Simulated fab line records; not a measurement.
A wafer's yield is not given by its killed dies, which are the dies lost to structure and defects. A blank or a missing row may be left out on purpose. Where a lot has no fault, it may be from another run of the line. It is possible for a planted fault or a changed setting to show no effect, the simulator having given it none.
Comparing a struck lot with a sound one :: flow n5_finfet :: 16 steps out of a route of 1938
Sound: the wafers L136.2, L136.4, L136.6. Struck: wafer L146.5 (left out: L146.3, L146.4 of the same lot, which were not struck); the cause appears at the end.
Order at every step that has rows: each side's tool, ch and its chambers, its first start. Under that, the readings that differ: sound wafers :: struck wafers :: difference of the means :: sigmas: that difference in standard deviations of wafers without a fault.
alike: readings with means less than 2 such deviations apart, plus words and numbers identical on both sides. not compared: withheld readings, readings lacking a value on some wafer, bounds such as >300 that could conceal the same value, and numbers that have no deviation in the record and whose values overlap.
The two part at a step that has a row with sigmas, a row that says differs or no value, or rows on one side only. When numbers do not overlap yet have no deviation, they are printed without sigmas and do not part them. A reading missing from all wafers of one side parts the sides only when that side holds two or more wafers.

N5_BEOL_M4_ETCH_41: etches SiCN in CH3F/O2, target depth 29.9 nm, time 52.5 s.
  sound on rie_diel-05 ch 1,2,3; struck on rie_diel-03 ch 1
  alike: chamber_pressure_mTorr, drypump_motor_current_A, oes_product_au, rf_vpp_V, showerhead_plenum_p_Torr, throttle_valve_pct
  not compared: rf_hours_counter_h
N5_BEOL_M4_STRIP_97: strips in N2/H2, time 10 s.
  sound on rie_diel-05 ch 1,2,3; struck on rie_diel-03 ch 1
reading: rf_vpp_V (V)
sound: 59.3 61.2 60.3
struck: 58.0
difference: -2.3
sigmas: -2
  alike: chamber_pressure_mTorr, drypump_motor_current_A, oes_product_au, showerhead_plenum_p_Torr, throttle_valve_pct
  not compared: rf_hours_counter_h
N5_BEOL_M4_OCD_MEAS_38:
  sound on ocd-02, day 8 08:55; struck on ocd-01, day 10 12:24
  alike: trench_depth_nm
then, 4 steps without rows for these wafers: N5_BEOL_M4_HM_STRIP_39 (strips TiN in peroxide tin strip, target depth 25 nm, time 158 s); N5_BEOL_M4_SRD_40 (time 30 s); N5_BEOL_M4_PRECLEAN_42 (cleans in residue remover, time 60 s); N5_BEOL_M4_SRD_43 (time 30 s).
N5_BEOL_M4_CD_MEAS_35: target cd 18 nm, target cd y 22.4 nm.
  sound on cd_sem-01, day 8 09:04; struck on cd_sem-03, day 10 12:34
  alike: cd_nm
N5_BEOL_M4_DEGAS_44: time 60 s.
  sound on pvd_sputter-02, day 8 09:15; struck on pvd_sputter-01, day 10 13:19
  alike: heater_power_w
N5_BEOL_M4_PRE_CLEAN_45: time 30 s.
  sound on pvd_sputter-02, day 8 09:17; struck on pvd_sputter-01, day 10 13:22
  alike: heater_power_w
then, 1 step without rows for these wafers: N5_BEOL_M4_ALD_84 (deposits TaN, pulse time 2 s, purge time 3 s, co reactant purge time 2 s).
N5_BEOL_M4_SURFACE_TREAT_85:
  sound on pvd_sputter-02, day 8 09:39; struck on pvd_sputter-03, day 10 13:40
  not compared: throttle_valve_pct
N5_BEOL_M4_CVD_47: deposits Co from CCTBA/H2, target thk 3 nm, time 223.8 s.
  sound on cvd_co-02 ch 1,2, day 8 09:44; struck on cvd_co-01 ch 2, day 10 13:44
reading: run_length_s (s)
sound: 246.9 247.8 246.7
struck: 168.8
difference: -78.3
sigmas: -99 or more
  not compared: since_wet_clean_h
then, 1 step without rows for these wafers: N5_BEOL_M4_SPUTTER_48 (material Cu, target thk 4.5 nm, time 8.29 s).
N5_BEOL_M4_RC_MEAS_101:
  sound on prober-02 ch 0, day 8 13:01; struck on prober-02 ch 0, day 10 17:17
  alike: DIBL_N, DIBL_P, IOFF_N, IOFF_P, ION_N, ION_P, SS_N, SS_P, VT_N, VT_P
-- here the record skips 4 days between the struck wafers' starts before and after, leaving off in module BEOL_M4 and picking up in module PASSIVATION (first step shown: number 1936 of the route) --
N5_PASSIVATION_PROBE_49:
  sound on prober-01, day 12 14:36; struck on prober-02, day 15 03:37
reading: defect_limited_yield (%)
sound: 92.8 91.9 93.7
struck: 87.7
difference: -5.1
sigmas: -4

reading: killed_at_M0_to_M3
sound: 16 26 18
struck: 56
difference: +36
sigmas: +3

reading: killed_dies
sound: 85 96 74
struck: 145
difference: +60
sigmas: +4

reading: killed_open
sound: 51 46 46
struck: 81
difference: +33
sigmas: +3

reading: killed_short
sound: 32 43 24
struck: 59
difference: +26
sigmas: +3

reading: sort_bin_6_memory (%)
sound: 2.1 3.7 2.2
struck: 6.0
difference: +3.3
sigmas: +5

reading: sort_n_pass
sound: 1095 1084 1106
struck: 1035
difference: -60
sigmas: -4

reading: sort_yield_pct (%)
sound: 92.8 91.9 93.7
struck: 87.7
difference: -5.1
sigmas: -4
  alike: killed_at_M4_up, killed_at_contacts, killed_at_front_end, killed_at_other, sort_bin_5_function

WHERE THEY PART
Earliest at N5_BEOL_M4_STRIP_97; latest, in this record, at N5_PASSIVATION_PROBE_49.

WHY: whatever the simulator had introduced
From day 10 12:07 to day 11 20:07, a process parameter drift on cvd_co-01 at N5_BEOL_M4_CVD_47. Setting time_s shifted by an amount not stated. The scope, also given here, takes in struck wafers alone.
